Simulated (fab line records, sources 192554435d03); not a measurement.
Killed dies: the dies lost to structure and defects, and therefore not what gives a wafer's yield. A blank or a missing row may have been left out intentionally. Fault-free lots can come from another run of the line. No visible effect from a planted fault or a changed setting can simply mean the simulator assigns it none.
Struck lot and sound lot, side by side	flow n5 finfet	15 out of 1938 route steps
Sound: the wafers L238.1, L238.2, L238.6. Wafers struck: L242.2, L242.3, L242.4. The cause is named last.
For every step that has rows: the tool of each side, followed by ch and its chambers, followed by its first start. Under that, the readings that differ: sound wafers	struck wafers	difference of the means	sigmas: that difference in standard deviations of wafers without a fault.
alike: a reading whose means differ by less than 2 such deviations, as well as words and numbers matching on both sides. not compared: withheld readings; readings where some wafer has no value; bounds like >300 that might hide an equal value; numbers whose values overlap and for which the record gives no deviation.
Wherever a step has rows on one side only, a row that says differs or no value, or a row with sigmas, the two part there. Non-overlapping numbers with no deviation appear without sigmas and do not part them. A reading missing from all wafers of one side parts the sides only when that side holds two or more wafers.

N5_BEOL_M8_OCD_MEAS_38:
  sound on ocd-01, day 10 22:10; struck on ocd-01, day 12 05:21
  alike: trench depth nm
then, 4 steps without rows for these wafers: N5_BEOL_M8_HM_STRIP_39 (strips TiN in peroxide tin strip, target depth 25 nm, time 158 s); N5_BEOL_M8_SRD_40 (time 30 s); N5_BEOL_M8_PRECLEAN_42 (cleans in residue remover, time 60 s); N5_BEOL_M8_SRD_43 (time 30 s).
N5_BEOL_M8_CD_MEAS_35: target cd 40 nm.
  sound on cd sem-03, day 10 22:19; struck on cd sem-01, day 12 05:30
  alike: cd nm
N5_BEOL_M8_CURE_75: cures SiCOH lowk, time 120 s.
  sound on uv cure-03 ch 2, day 10 22:23; struck on uv cure-03 ch 2, day 12 05:35
  alike: lamp power pct, wafer_temp_C_max
N5_BEOL_M8_DEGAS_44: time 60 s.
  sound on pvd sputter-03, day 10 23:02; struck on pvd sputter-01, day 12 06:00
  alike: heater power w
N5_BEOL_M8_PRE_CLEAN_45: time 30 s.
  sound on pvd sputter-03, day 10 23:05; struck on pvd sputter-01, day 12 06:02
  alike: heater power w
N5_BEOL_M8_ALD_77: deposits TaN, target thk 2 nm, pulse time 2 s, purge time 3 s.
  sound on ald metal-04 ch 0,1,3, day 10 23:08; struck on ald metal-02 ch 0,1,3, day 12 06:06
  alike: heater power w
N5_BEOL_M8_SURFACE_TREAT_79:
  sound on pvd sputter-02, day 11 01:21; struck on pvd sputter-02, day 12 06:37
  not compared: pressure mtorr, throttle valve pct
then, 1 step without rows for these wafers: N5_BEOL_M8_CVD_78 (deposits Co from CCTBA/H2, target thk 2 nm, time 142.3 s).
N5_BEOL_M8_SPUTTER_48: material Cu, target thk 10 nm, time 1.667 s.
  sound on pvd sputter-02, day 11 01:34; struck on pvd sputter-01, day 12 08:12
reading	sound	struck	difference	sigmas
chamber pressure pa (Pa)	0.13027 0.13059 0.13018	0.10705 0.10682 0.10679	-0.02346	-87
throttle valve pct (%)	29.6 30.5 30.3	34.3 29.8 33.6	+2.4	+2
then, 1 step without rows for these wafers: N5_BEOL_M8_ECD_50 (material Cu, target thk 300 nm).
-- record jumps: 3 days separate the struck wafers' starts on either side; left off in module BEOL_M8, taken up again in module PASSIVATION, whose first shown step is the route's number 1936 --
N5_PASSIVATION_PROBE_49:
  sound on prober-01, day 13 23:02; struck on prober-01, day 15 04:23
  alike: defect limited yield, killed_at_M0_to_M3, killed_at_M4_up, killed at contacts, killed at front end, killed at other, killed dies, killed on rim, killed open, killed short, sort_bin_5_function, sort_bin_6_memory, sort n pass, sort yield pct

== WHERE THEY PART ==
Only at N5_BEOL_M8_SPUTTER_48, within this record. Later steps at which nothing parts them and some readings are alike: N5_PASSIVATION_PROBE_49.

WHY: what had been put in by the simulator
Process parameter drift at N5_BEOL_M8_SPUTTER_48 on pvd sputter-01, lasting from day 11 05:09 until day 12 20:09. The setting chamber pressure pa was moved by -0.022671, starting from 0.13. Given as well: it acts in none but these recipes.
